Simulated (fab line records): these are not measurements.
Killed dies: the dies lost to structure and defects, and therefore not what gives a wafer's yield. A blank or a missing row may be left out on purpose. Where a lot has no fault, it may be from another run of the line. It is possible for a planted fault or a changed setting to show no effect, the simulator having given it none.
fab line records	flow n5-finfet
record lots=6	wafers=18	last-day=17
route steps=1938 shown BEOL_M0@729 BEOL_M1@751 PASSIVATION@1936
lots with no fault: from the same line, run without faults
start-h: hours from the record's first day to the start of the lot's first wafer shown	wait-h: hours since the lot's step before	" repeats the value in the row above	L1.1+2: a single row standing in for several wafers	- no value present, or no start provided	* or withheld: withheld	< > ~ a bound
route shown NAME@n: a module of which the file shows steps, and the number in the route of the first	usual: the fault-free wafers' mean and standard deviation	same: alike in all rows	chamber/n: place in a boat	sites: the reading at each site	_std_site: standard deviation across them	_edge_site: outer sites' mean less inner sites'	radius-mm: how far each site lies from the wafer's centre	mask NAME#n: copy n	behind: the most recent tool/chamber to have shaped the wafer	hold: reason for holding the lot/hours on hold/outcome of the hold	device: the transistor (n, p or np) that didn't switch	end of line: the same wafers' tests at the end of the route	a step given without rows: its recipe and nothing more	killed: dies that structure and defects cost at the first sort, which is not the same as the wafer's yield	map: a wafer's dies, x killed, . not, _ none there
set.NAME: the setting as run; set.NAME@STEP: as run at that earlier step	model.NAME: the simulator's own value behind a step, which no gauge read
lots seen at some steps along the route; tables by step, rows by wafer
services: when a tool's chamber went out of use (start-h, in hours from the record's first day, below 0 if earlier), for how many hours, and the reason
## steps
# step N5_BEOL_M0_DEGAS_112
# recipe ambient=vacuum	temp-c=250	time-s=60
# step N5_BEOL_M0_PRE_CLEAN_113
# recipe gas=H2/He	time-s=30	temp-c=250
# usual heater-power-w=349/28
lot.wafer	tool	chamber	start-h	wait-h	heater-power-w
L445.1	pvd-sputter-03	-	174.87	0.0	346
L445.2	"	-	"	"	319
L445.6	"	-	"	"	331
L448.3	pvd-sputter-01	-	189.12	0.0	348
L448.4	"	-	"	"	329
L448.5	"	-	"	"	358
L451.2	pvd-sputter-03	-	209.11	0.0	345
L451.4	"	-	"	"	362
L451.5	"	-	"	"	327
L454.4	pvd-sputter-03	-	225.26	0.0	328
L454.5	"	-	"	"	328
L454.6	"	-	"	"	328
L455.1	pvd-sputter-03	-	231.59	0.0	378
L455.2	"	-	"	"	337
L455.5	"	-	"	"	321
L458.1	pvd-sputter-02	-	258.10	0.0	364
L458.2	"	-	"	"	361
L458.5	"	-	"	"	366
# step N5_BEOL_M0_ALD_136
# recipe material=TaN	target-thk-a=*	temp-c=275	ald-precursor-family=PDMAT	ald-co-reactant=NH3	pressure-torr=3	carrier-flow-sccm=1500	pulse-time-s=2	purge-time-s=3	co-reactant-purge-time-s=2	co-reactant-pulse-time-s=3	ald-cycles=30	precursor-vessel-temp-c=75	precursor-vessel-pressure-torr=26.25	precursor-vessel-carrier-sccm=1000
# step N5_BEOL_M0_SURFACE_TREAT_137
# recipe gas=Ar	time-s=*	ion-energy-ev=*	ion-current-ma-cm2=0.5	pressure-mtorr=*	ar-flow-sccm=30
# step N5_BEOL_M0_CVD_115
# recipe material=Co	target-thk-a=*	temp-c=withheld	precursor=CCTBA/H2	pressure-torr=30	time-s=120
# step N5_BEOL_M0_SPUTTER_116
# recipe material=Cu	target-thk-a=40	temp-c=-20	chamber-pressure-pa=0.07	power-w=withheld	time-s=7.37
# step N5_BEOL_M0_ANNEAL_117
# recipe temp-c=400	time-s=60	ambient=vacuum
# usual heater-power-w=872/70
lot.wafer	tool	chamber	start-h	wait-h	heater-power-w
L445.1	pvd-sputter-01	-	175.76	0.0	855
L445.2	"	-	"	"	890
L445.6	"	-	"	"	907
L448.3	pvd-sputter-01	-	190.22	0.0	820
L448.4	"	-	"	"	890
L448.5	"	-	"	"	828
L451.2	pvd-sputter-03	-	209.89	0.0	819
L451.4	"	-	"	"	801
L451.5	"	-	"	"	819
L454.4	pvd-sputter-02	-	225.98	0.0	877
L454.5	"	-	"	"	903
L454.6	"	-	"	"	809
L455.1	pvd-sputter-01	-	232.24	0.0	836
L455.2	"	-	"	"	844
L455.5	"	-	"	"	873
L458.1	pvd-sputter-03	-	260.09	0.0	867
L458.2	"	-	"	"	787
L458.5	"	-	"	"	925
# step N5_BEOL_M0_SPUTTER_132
# recipe material=Cu	target-thk-a=40	temp-c=-20	chamber-pressure-pa=0.07	power-w=withheld	time-s=7.37
# step N5_BEOL_M0_ANNEAL_133
# recipe temp-c=400	time-s=60	ambient=vacuum
# step N5_BEOL_M0_SPUTTER_134
# recipe material=Cu	target-thk-a=40	temp-c=-20	chamber-pressure-pa=0.07	power-w=withheld	time-s=7.37
# usual chuck-gas-flow-sccm=1.26/0.057	throttle-valve-pct=30.0/0.9
lot.wafer	tool	chamber	start-h	wait-h	chuck-gas-flow-sccm	throttle-valve-pct
L445.1	pvd-sputter-01	-	175.92	0.0	1.29	32.1
L445.2	"	-	"	"	1.24	30.8
L445.6	"	-	"	"	1.19	30.8
L448.3	pvd-sputter-01	-	190.38	0.0	1.18	30.0
L448.4	"	-	"	"	1.13	30.9
L448.5	"	-	"	"	1.29	30.1
L451.2	pvd-sputter-03	-	210.05	0.0	1.23	29.8
L451.4	"	-	"	"	1.15	30.0
L451.5	"	-	"	"	1.37	29.9
L454.4	pvd-sputter-02	-	226.14	0.0	1.31	29.3
L454.5	"	-	"	"	1.17	29.2
L454.6	"	-	"	"	1.40	29.2
L455.1	pvd-sputter-01	-	232.40	0.0	1.38	30.3
L455.2	"	-	"	"	1.27	30.1
L455.5	"	-	"	"	1.30	31.7
L458.1	pvd-sputter-03	-	260.25	0.0	1.30	29.3
L458.2	"	-	"	"	1.23	29.8
L458.5	"	-	"	"	1.22	31.7
# step N5_BEOL_M0_ANNEAL_135
# recipe temp-c=400	time-s=60	ambient=vacuum
# step N5_BEOL_M0_SPUTTER_141
# recipe material=Cu	target-thk-a=40	temp-c=-20	chamber-pressure-pa=0.07	power-w=withheld	time-s=7.37
# step N5_BEOL_M0_ECD_118
# recipe material=Cu	target-thk-a=3000
lot.wafer	tool	chamber	start-h	wait-h
L445.1+2+6	ecd-cu-02	1,0,1	176.15	0.1
L448.3+4+5	ecd-cu-02	0,1,1	190.64	0.1
L451.2+4+5	ecd-cu-01	0,1,0	210.29	0.1
L454.4+5+6	ecd-cu-01	0,0,1	226.39	0.1
L455.1+2+5	ecd-cu-01	1,0,1	232.63	0.1
L458.1+2+5	ecd-cu-02	0,1,0	260.49	0.1
# step N5_BEOL_M0_ANNEAL_119
# recipe temp-c=225	time-s=90	ambient=N2
# step N5_BEOL_M0_CMP_120
# recipe stop-on=SiOC	t-overpolish-s=6.9	down-force-psi=1	platen-rpm=50	clearing-platen-down-force-psi=1.5	clearing-platen-rpm=50	post-cmp-clean=cu-alkaline	clearing-platen-pad-velocity-m-s=0.99484	pad-velocity-m-s=0.99484
# step N5_BEOL_M0_PRE_CLEAN_131
# recipe gas=NH3/H2	time-s=15	temp-c=*	rf-power-w=300
# step N5_BEOL_M0_CO_CAP_123
# recipe material=Co	target-thk-a=20	temp-c=200	precursor=CCTBA/H2	pressure-torr=30	time-s=102.1
# step N5_BEOL_M0_PRE_CLEAN_124
# recipe gas=NH3	time-s=15	temp-c=withheld	rf-power-w=300
# step N5_BEOL_M0_DEP_125
# recipe material=SiCN	target-thk-a=80	temp-c=withheld	precursor=3MS/NH3	pressure-torr=3	rf-w=202	time-s=14
# step N5_BEOL_M0_RS_MEAS_126
# recipe thk-meas-gauge=four-point-probe	reads=Co_of_BEOL_M0_CO_CAP_123+Cu_of_BEOL_M0_ECD_118+Co_of_BEOL_M0_CVD_115+TaN_of_BEOL_M0_ALD_136
# usual M0_RS=0.530/0.017
lot.wafer	tool	chamber	start-h	wait-h	M0_RS[ohm/sq]
L445.1	film-metro-02	-	177.11	0.0	0.535
L445.2	"	-	"	"	0.526
L445.6	"	-	"	"	0.526
L448.3	film-metro-01	-	191.55	0.1	0.532
L448.4	"	-	"	"	0.522
L448.5	"	-	"	"	0.529
L451.2	film-metro-01	-	211.22	0.1	0.530
L451.4	"	-	"	"	0.515
L451.5	"	-	"	"	0.520
L454.4	film-metro-02	-	227.35	0.1	0.509
L454.5	"	-	"	"	0.536
L454.6	"	-	"	"	0.512
L455.1	film-metro-01	-	233.59	0.0	0.530
L455.2	"	-	"	"	0.528
L455.5	"	-	"	"	0.509
L458.1	film-metro-02	-	261.92	0.0	0.554
L458.2	"	-	"	"	0.531
L458.5	"	-	"	"	0.535
# step N5_BEOL_M1_ILD_DEP_00
# recipe material=SiOC	target-thk-a=790	temp-c=350	precursor=DEMS/O2	pressure-torr=5	rf-w=500	time-s=15.3
# step N5_BEOL_M1_THK_MEAS_01
# recipe reads=SiOC_of_BEOL_M1_ILD_DEP_00
# usual M1_ILD_THK=78.8/0.99
lot.wafer	tool	chamber	start-h	wait-h	M1_ILD_THK[nm]
L445.1	film-metro-02	-	177.26	0.0	78.6
L445.2	"	-	"	"	79.0
L445.6	"	-	"	"	79.2
L448.3	film-metro-02	-	191.70	0.1	79.6
L448.4	"	-	"	"	80.4
L448.5	"	-	"	"	79.5
L451.2	film-metro-02	-	211.37	0.1	78.4
L451.4	"	-	"	"	78.7
L451.5	"	-	"	"	79.9
L454.4	film-metro-02	-	227.48	0.0	79.3
L454.5	"	-	"	"	79.6
L454.6	"	-	"	"	78.7
L455.1	film-metro-01	-	233.72	0.0	77.8
L455.2	"	-	"	"	78.3
L455.5	"	-	"	"	79.1
L458.1	film-metro-01	-	262.05	0.0	78.8
L458.2	"	-	"	"	78.0
L458.5	"	-	"	"	79.6
# step N5_BEOL_M1_PECVD_72
# recipe material=SiO2	target-thk-a=160	temp-c=400	precursor=TEOS/O2	pressure-torr=5.5	rf-w=450	teos-flow-sccm=53.8	gas=O2	flow-sccm=3000	time-s=18
# step N5_BEOL_M1_HM_DEP_02
# recipe material=TiN	target-thk-a=200	temp-c=25	chamber-pressure-pa=0.49996
# step N5_BEOL_M1_COAT_61
# recipe resist=SOC	temp-c=250	time-s=60	spin-rpm=1500	resist-thk-nm=60
# step N5_BEOL_M1_COAT_62
# recipe resist=SiARC	temp-c=220	time-s=60	spin-rpm=1500	resist-thk-nm=12
# step N5_BEOL_M1_COAT_73
# recipe resist=underlayer	temp-c=205	time-s=60	spin-rpm=1500	resist-thk-nm=5
# step N5_BEOL_M1_COAT_05
# recipe resist=CAR-EUV	spin-rpm=1500	resist-thk-nm=30
# step N5_BEOL_M1_EBR_07
# recipe solvent=PGMEA	ebr-width-mm=1.5
# step N5_BEOL_M1_SOFTBAKE_06
# recipe temp-c=110	time-s=60	resist=CAR-EUV
# step N5_BEOL_M1_EXPOSE_08
# recipe mask-id=M1	na=0.33	source-shape=dipole	sigma-inner=0.369	sigma-outer=0.767	polarization=unpolarized	dose-mj=33
# step N5_BEOL_M1_PEB_09
# recipe peb-temp-c=100	peb-time-s=60	resist=CAR-EUV
# step N5_BEOL_M1_DEVELOP_10
# recipe develop-time-s=30	developer=TMAH	resist=CAR-EUV	rinse-liquid=surfactant-rinse	dry=air-spin	dev-temp-c=23
# step N5_BEOL_M1_CD_MEAS_11
# recipe target-cd-nm=17.05	landing-energy-ev=500	detector=se-inlens	polarity=opening
# usual cd-nm=17.03/0.24
# same landing-energy-ev=500
lot.wafer	tool	chamber	start-h	wait-h	cd-nm
L445.1	cd-sem-01	0	178.66	-	17.14
L445.2	"	0	"	"	17.22
L445.6	"	0	"	"	16.94
L448.3	cd-sem-01	0	192.40	-	17.22
L448.4	"	0	"	"	17.10
L448.5	"	0	"	"	16.71
L451.2	cd-sem-02	0	212.36	-	17.08
L451.4	"	0	"	"	17.40
L451.5	"	0	"	"	16.97
L454.4	cd-sem-02	0	228.89	-	16.52
L454.5	"	0	"	"	17.13
L454.6	"	0	"	"	16.95
L455.1	cd-sem-02	0	236.02	-	16.97
L455.2	"	0	"	"	17.29
L455.5	"	0	"	"	16.99
L458.1	cd-sem-03	0	263.35	-	16.91
L458.2	"	0	"	"	16.94
L458.5	"	0	"	"	17.25
# step N5_BEOL_M1_OVL_MEAS_12
# recipe points-per-wafer=522
# usual M1_OVL=-0.1/0.73
lot.wafer	tool	chamber	start-h	wait-h	M1_OVL[nm]
L445.1	overlay-02	0	178.69	0.0	0.8
L445.2	"	0	"	"	0.8
L445.6	"	0	"	"	0.0
L448.3	overlay-01	0	192.44	0.0	-0.5
L448.4	"	0	"	"	-1.6
L448.5	"	0	"	"	-1.8
L451.2	overlay-02	0	212.39	0.0	-0.2
L451.4	"	0	"	"	0.2
L451.5	"	0	"	"	0.1
L454.4	overlay-02	0	228.93	0.0	0.2
L454.5	"	0	"	"	0.1
L454.6	"	0	"	"	-0.4
L455.1	overlay-02	0	236.05	0.0	-0.8
L455.2	"	0	"	"	-0.3
L455.5	"	0	"	"	-0.3
L458.1	overlay-02	0	263.38	0.0	0.3
L458.2	"	0	"	"	0.4
L458.5	"	0	"	"	0.4
# step N5_BEOL_M1_DESCUM_16
# recipe chemistry=O2	time-s=7	source-power-w=50	bias-power-w=20	pressure-mtorr=20	rf-frequency-hz=2.712e+07	temp-c=40	resist=CAR-EUV	o2-flow-sccm=225
# usual drypump-motor-current-A=5.7/0.44	oes-product-au=0.80/0.099	rf-vpp-V=243.0/1.2	showerhead-plenum-p-Torr=2.08/0.059	throttle-valve-pct=20.34/0.14
lot.wafer	tool	chamber	start-h	wait-h	drypump-motor-current-A	oes-product-au	rf-hours-counter-h	rf-vpp-V	showerhead-plenum-p-Torr	throttle-valve-pct
L445.1	rie-diel-01	2	179.37	0.6	4.9	0.81	74	241.2	2.04	20.24
L445.2	"	3	"	"	4.7	0.83	92	242.6	2.03	20.24
L445.6	"	1	"	"	5.8	0.76	-	243.1	2.01	20.12
L448.3	rie-diel-06	0	192.54	0.1	5.8	0.94	17	243.3	2.06	20.20
L448.4	"	1	"	"	6.6	0.87	55	245.3	2.21	20.38
L448.5	"	1	"	"	6.6	0.87	-	243.7	2.21	20.38
L451.2	rie-diel-02	2	212.48	0.0	6.0	0.94	24	240.3	2.06	20.44
L451.4	"	1	"	"	6.1	0.94	13	242.3	2.05	20.25
L451.5	"	3	"	"	5.6	0.69	-	245.3	2.16	20.47
L454.4	rie-diel-06	2	230.13	1.2	5.7	0.68	236	241.4	2.06	20.23
L454.5	"	0	"	"	5.8	0.92	-	241.7	2.06	20.22
L454.6	"	1	"	"	6.6	0.86	-	245.3	2.20	20.40
L455.1	rie-diel-01	1	236.14	0.0	5.8	0.74	167	241.6	2.00	20.16
L455.2	"	0	"	"	5.8	0.73	167	244.0	2.18	20.59
L455.5	"	1	"	"	5.8	0.74	-	241.8	2.00	20.15
L458.1	rie-diel-02	3	263.47	0.0	5.5	0.68	228	242.7	2.15	20.47
L458.2	"	2	"	"	6.0	0.90	37	243.9	2.05	20.47
L458.5	"	2	"	"	6.0	0.91	-	242.5	2.05	20.44
# step N5_BEOL_M1_ETCH_74
# recipe chemistry=N2/H2	target=underlayer	target-depth-a=65	mask-material=CAR-EUV	time-s=5.2	ion-energy-ev=200	pressure-mtorr=30	source-w=840	bias-w=150	n2-flow-sccm=200	h2-flow-sccm=200	ends=cleared
# step N5_BEOL_M1_ETCH_63
# recipe chemistry=CF4	target=SiARC	target-depth-a=156	mask-material=CAR-EUV	time-s=26	ion-energy-ev=80	pressure-mtorr=40	source-w=545	bias-w=36	Ar_flow_sccm=100	cf4-flow-sccm=100	ends=cleared
# usual cf4-flow-sccm=100.02/0.29	drypump-motor-current-A=5.7/0.44	etch-rf-on-time-s=26.0/0.39	oes-product-au=0.68/0.084	rf-vpp-V=183.9/1.1	showerhead-plenum-p-Torr=2.13/0.059	throttle-valve-pct=15.51/0.17
lot.wafer	tool	chamber	start-h	wait-h	cf4-flow-sccm	drypump-motor-current-A	etch-rf-on-time-s	oes-product-au	rf-hours-counter-h	rf-vpp-V	showerhead-plenum-p-Torr	throttle-valve-pct
L445.1	rie-diel-01	2	179.42	0.0	100.07	4.9	25.8	0.69	74	183.8	2.09	15.35
L445.2	"	3	"	"	99.99	4.7	25.8	0.71	92	183.4	2.07	15.38
L445.6	"	1	"	"	99.80	5.8	26.0	0.65	-	181.4	2.06	15.34
L448.3	rie-diel-06	0	192.59	0.0	100.31	5.8	25.3	0.80	17	182.9	2.10	15.26
L448.4	"	1	"	"	100.07	6.6	26.4	0.74	55	185.9	2.25	15.54
L448.5	"	1	"	"	100.22	6.6	26.5	0.74	-	184.1	2.25	15.53
L451.2	rie-diel-02	2	212.53	0.0	99.79	6.0	26.1	0.78	24	183.5	2.10	15.50
L451.4	"	1	"	"	100.03	6.0	26.2	0.80	13	181.9	2.10	15.43
L451.5	"	3	"	"	99.92	5.6	26.7	0.58	-	184.5	2.20	15.69
L454.4	rie-diel-06	2	230.18	0.0	100.14	5.7	26.5	0.58	236	183.0	2.11	15.49
L454.5	"	0	"	"	100.10	5.8	25.3	0.78	-	183.3	2.09	15.31
L454.6	"	1	"	"	99.75	6.6	26.2	0.73	-	185.5	2.25	15.55
L455.1	rie-diel-01	1	236.20	0.0	100.25	5.8	26.1	0.63	167	183.1	2.05	15.37
L455.2	"	0	"	"	99.80	5.7	26.2	0.62	167	184.0	2.22	15.80
L455.5	"	1	"	"	100.05	5.8	25.8	0.64	-	183.8	2.05	15.38
L458.1	rie-diel-02	3	263.52	0.0	100.25	5.6	26.3	0.57	228	184.9	2.19	15.72
L458.2	"	2	"	"	100.00	6.0	25.7	0.77	37	184.3	2.10	15.53
L458.5	"	2	"	"	100.06	6.0	26.0	0.77	-	183.9	2.10	15.54
# step N5_BEOL_M1_ETCH_64
# recipe chemistry=N2/H2	target=SOC	target-depth-a=750	overetch-a=150	mask-material=SiARC	temp-c=40	time-s=112.5	ion-energy-ev=200	pressure-mtorr=30	source-w=840	bias-w=150	n2-flow-sccm=200	h2-flow-sccm=200
# step N5_PASSIVATION_PROBE_49
# usual defect-limited-yield=91.3/1.4	killed_at_M0_to_M3=35/11	killed_at_M4_up=14/5.4	killed-at-contacts=12/6.2	killed-at-front-end=38/11	killed-at-other=4.1/2.8	killed-dies=103/17	killed-on-rim=13/4	killed-open=66/13	killed-short=34/8.2	sort_bin_5_function=5.1/0.89	sort_bin_6_memory=3.3/0.72	sort-n-pass=1077/17	sort-yield-pct=91.3/1.4
# same gross-dies=1180	killed-at-back-side=0	sort_bin_4_leakage[%]=0	sort_bin_8_speed[%]=0
lot.wafer	tool	chamber	start-h	wait-h	defect-limited-yield[%]	killed_at_M0_to_M3	killed_at_M4_up	killed-at-contacts	killed-at-front-end	killed-at-other	killed-dies	killed-on-rim	killed-open	killed-short	sort_bin_5_function[%]	sort_bin_6_memory[%]	sort-n-pass	sort-yield-pct[%]
L445.2	prober-01	-	334.82	0.1	70.8	279	6	13	43	3	344	62	67	31	17.4	9.8	836	70.8
L448.3	prober-02	-	339.51	0.1	74.2	245	23	14	20	3	305	34	47	33	16.4	8.1	875	74.2
L451.2	prober-02	-	358.07	0.1	93.6	26	8	8	33	1	76	8	49	26	4.2	2.0	1104	93.6
L451.4	prober-02	-	358.17	0.2	91.4	34	8	14	42	3	101	14	59	40	4.5	3.6	1079	91.4
L451.5	prober-02	-	358.22	0.2	92.8	33	8	6	36	2	85	11	59	26	4.2	3.0	1095	92.8
L455.1	prober-02	-	410.95	0.0	90.8	25	10	7	66	1	109	11	81	26	5.3	3.6	1071	90.8
L455.2	prober-02	-	411.00	0.1	90.3	49	5	3	58	0	115	9	87	25	5.7	3.8	1065	90.3
L455.5	prober-02	-	411.15	0.2	92.3	31	6	6	46	2	91	17	59	30	5.1	2.5	1089	92.3
L458.1	prober-01	-	414.12	0.0	91.6	39	12	5	37	6	99	13	65	32	5.0	3.1	1081	91.6
L458.2	prober-01	-	414.17	0.1	92.1	28	25	13	25	2	93	14	66	27	4.7	2.7	1087	92.1
L458.5	prober-01	-	414.32	0.2	90.4	34	16	7	52	4	113	15	72	39	5.6	3.1	1067	90.4
# killed by level:class
L445.2 BEOL_M0:unspecified=245 STI_FIN_REVEAL:geometric-particle:open=13 MOL_CONTACT_COAG:geometric-particle:open=11 FIN_SAQP:geometric-particle:open=9 BEOL_M0_SAQP:geometric-particle:open=9 BEOL_M3:geometric-particle:short=6 GATE_CUT:geometric-particle:short=5 BEOL_M0_SAQP:geometric-particle:short=5
L448.3 BEOL_M0:unspecified=225 MOL_CONTACT_COAG:geometric-particle:open=9 BEOL_M4:geometric-particle:open=9 BEOL_M4:geometric-particle:short=7 BEOL_M0_SAQP:geometric-particle:short=7 BEOL_M2:geometric-particle:open=6 BEOL_M7:geometric-particle:open=5 MOL_CONTACT_COAG:geometric-particle:short=5
L451.2 FIN_SAQP:geometric-particle:short=8 STI_FIN_REVEAL:geometric-particle:open=7 FIN_SAQP:geometric-particle:open=6 BEOL_M2:geometric-particle:open=6 BEOL_M3:geometric-particle:open=5 MOL_CONTACT_COAG:geometric-particle:open=4 MOL_CONTACT_COAG:geometric-particle:short=4 BEOL_M1:geometric-particle:short=4
L451.4 BEOL_M2:geometric-particle:open=13 FIN_SAQP:geometric-particle:short=11 MOL_CONTACT_COAG:geometric-particle:open=10 FIN_SAQP:geometric-particle:open=9 GATE_CUT:geometric-particle:short=8 STI_FIN_REVEAL:geometric-particle:open=6 BEOL_M0_SAQP:geometric-particle:short=6 BEOL_M3:geometric-particle:open=4
L451.5 BEOL_M2:geometric-particle:open=12 FIN_SAQP:geometric-particle:short=10 BEOL_M3:geometric-particle:open=8 MOL_CONTACT_COAG:geometric-particle:open=6 STI_FIN_REVEAL:geometric-particle:open=5 BEOL_M0:geometric-particle:open=5 STI_FIN_REVEAL:geometric-particle:short=4 BEOL_M0_SAQP:geometric-particle:open=4
L455.1 STI_FIN_REVEAL:geometric-particle:open=27 FIN_SAQP:geometric-particle:open=12 BEOL_M3:geometric-particle:open=11 FIN_SAQP:geometric-particle:short=10 MOL_CONTACT_COAG:geometric-particle:open=5 BEOL_M0_SAQP:geometric-particle:open=4 BEOL_M7:geometric-particle:open=3 STI_FIN_REVEAL:geometric-particle:short=3
L455.2 FIN_SAQP:geometric-particle:open=23 BEOL_M3:geometric-particle:open=20 BEOL_M1:geometric-particle:open=10 STI_FIN_REVEAL:geometric-particle:open=9 FIN_SAQP:geometric-particle:short=7 DUMMY_GATE:geometric-particle:open=7 BEOL_M0_SAQP:geometric-particle:open=7 BEOL_M0_SAQP:geometric-particle:short=5
L455.5 FIN_SAQP:geometric-particle:open=16 BEOL_M3:geometric-particle:open=9 BEOL_M1:geometric-particle:open=8 GATE_CUT:geometric-particle:short=8 STI_FIN_REVEAL:geometric-particle:open=6 MOL_CONTACT_COAG:geometric-particle:open=6 BEOL_M0_SAQP:geometric-particle:short=6 DUMMY_GATE:geometric-particle:open=5
L458.1 BEOL_M0_SAQP:geometric-particle:short=14 FIN_SAQP:geometric-particle:open=12 BEOL_M0_SAQP:geometric-particle:open=12 BEOL_M3:geometric-particle:open=7 BEOL_M5:geometric-particle:open=5 BEOL_M4:geometric-particle:open=5 FIN_SAQP:geometric-particle:short=4 MOL_CONTACT_COAG:geometric-particle:open=4
L458.2 BEOL_M4:geometric-particle:open=15 MOL_CONTACT_COAG:geometric-particle:open=12 BEOL_M0_SAQP:geometric-particle:short=11 FIN_SAQP:geometric-particle:open=7 BEOL_M3:geometric-particle:open=7 BEOL_M0_SAQP:geometric-particle:open=6 ILD0:geometric-particle:short=4 BEOL_M5:geometric-particle:open=4
L458.5 FIN_SAQP:geometric-particle:open=16 BEOL_M0_SAQP:geometric-particle:open=10 BEOL_M0_SAQP:geometric-particle:short=9 ILD0:geometric-particle:open=7 STARTING-WAFER:geometric-particle:short=7 BEOL_M2:geometric-particle:open=6 FIN_SAQP:geometric-particle:short=5 STI_FIN_REVEAL:geometric-particle:open=5
# map L445.2 (x killed, . not)
_________________.....x..xx..________________
______________x.xxx.....xx..xxx._____________
___________.x...x..xx........x.xx..__________
__________x...x.x..x..x......x......_________
________....xx..xx......xxx.x..x.x...._______
_______x.x.xxxx...x...xx.x.xx...x...x.x______
______......x....x....x.x.xxx....x..x.x._____
_____.xx.....x.x.x..x.................xx.____
____xxxx....x.x.xx.....x.......x.xx....x..___
___.....xx...x....x....xx........x.x.x..xxx__
___.........x.x...x.....x..xx..............__
__.x......x...x.xxx.x.x.....x.x...x........x_
__xxxx...x..x.x.x.xx......x...xx..........x._
_x..x......x..x...........x.........x.x..x...
_..x...x...x.x....x..xxx.......x.....xx.xx..x
_x.x....x.........x.xxx............x...x...x.
_.x..x.xx...x.x.x..x....x...x.xx.........x..x
_...xx...xx.x..xxxxx....x..........xx...xx..x
_xx.x..x...x...x.....x..x....x.x.xx.....x.x..
_.......x.x...x..xx..xx....x.......x.........
_xx......x....x...x....x...x.x....x........xx
__x......x.............xx.....x..x..xxx....x_
__.......xx....xx...xxxx........x.......x..._
___.xx.x.....x...x...x.........x..xx..xxx..__
___x.........x..xx......x.....x.........x..__
____.x.x..x....x..x.x....x...xxx.xx.x....x___
_____.xx...xx...xx......x..x..x.x..x.x.x.____
______.x.........x...x.....x...x..x..x.x_____
_______xxxx..x.......xxx.....xx..x...x.______
________...x...xx....x.x....x.x..xx.xx_______
__________......x..x...........x...x_________
___________xx..xx........xxx..xx...__________
______________.....x...x.x.x.x.x_____________
_________________...xxxxxx..x________________
# map L448.3 (x killed, . not)
_________________.........x.x________________
______________x.x.......x......._____________
___________..xxx.x....x............__________
__________....x..x...x.x.xx...x..x.._________
________.x...xx...x..xx.x.........xx.._______
_______..xx..xx.x..x...............x...______
______...x..x...x..x.x...x.x..x........._____
_____.....x.............x..x.xx..xx.x.x..____
____.x..x.x.xxx.x..x.....xx.x.x.......x.x.___
___.x.xx...x.x.x...........xx....xx..x.....__
___x...x....x.xx..x.x.x...xx.x......x......__
__....x..xxxxx.x....x.....x........x..xx..x._
__.........x.........x..x.....xx...x.x......_
_x..xx............x....xxx..xx...xx....x..x.x
_x.xx...xx........x.x.xx.......x...x.x....xx.
_x...x....x.x..xxx.xxxx.x.x.........xx.......
_.....x..xxxx....x..x....x........x.x.x...x..
_xxxx.................xx.x.x.x....x..x......x
_.....x......xx.......x........xx.......x....
_x...x.xxxx.x....xx.......x..x.........x..x..
_.............xx.x..x............x.....x.....
__..xx...x....x.xx.xx.....x.......xx.x..x..._
__......xx..x....x.........x...x..........xx_
___........x..x..x.xxx...x.x.......x.......__
___.x..x..x..x.....x.....x..x.......xx.....__
____...x..x..xx............x........xxx.x.___
_____......xx.........x....x..x.....x..x.____
______x.xx...x..xx....x.x..x.x.x........_____
_______.....xx..x.xxxx..x...xxx....x...______
________....xx.........x...x.x....xx.._______
__________.xx.x..x.......xxx......x._________
___________....xxx.....x...........__________
______________...x..x..x....x..._____________
_________________....x...x..x________________
## services
tool	chamber	start-h	hours	kind
ecd-cu-01	-	158.20	2.2	repair
ecd-cu-02	-	177.51	0.7	repair
rie-diel-02	-	215.56	14.6	pm
rie-diel-01	-	231.04	0.4	repair
ecd-cu-01	-	254.59	6.7	pm
## key
first-sign step=N5_PASSIVATION_PROBE_49	reading=killed_at_M0_to_M3	direction=up	sigmas=21	usual=35	struck=262
effect step=N5_PASSIVATION_PROBE_49	reading=defect-limited-yield	direction=down	sigmas=13	usual=91.3	struck=72.5
more-kills-born-at N5_BEOL_M0_ECD_118@ecd-cu-02=470
met-at N5_BEOL_M0_ECD_118
struck-wafers L445.2,L448.3
fault kind=chamber-particle-source	tool=ecd-cu-02	chamber=0	onset-h=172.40	steps=N5_BEOL_M0_ECD_118	rate-per-visit-cm2=0.41153	end-h=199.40
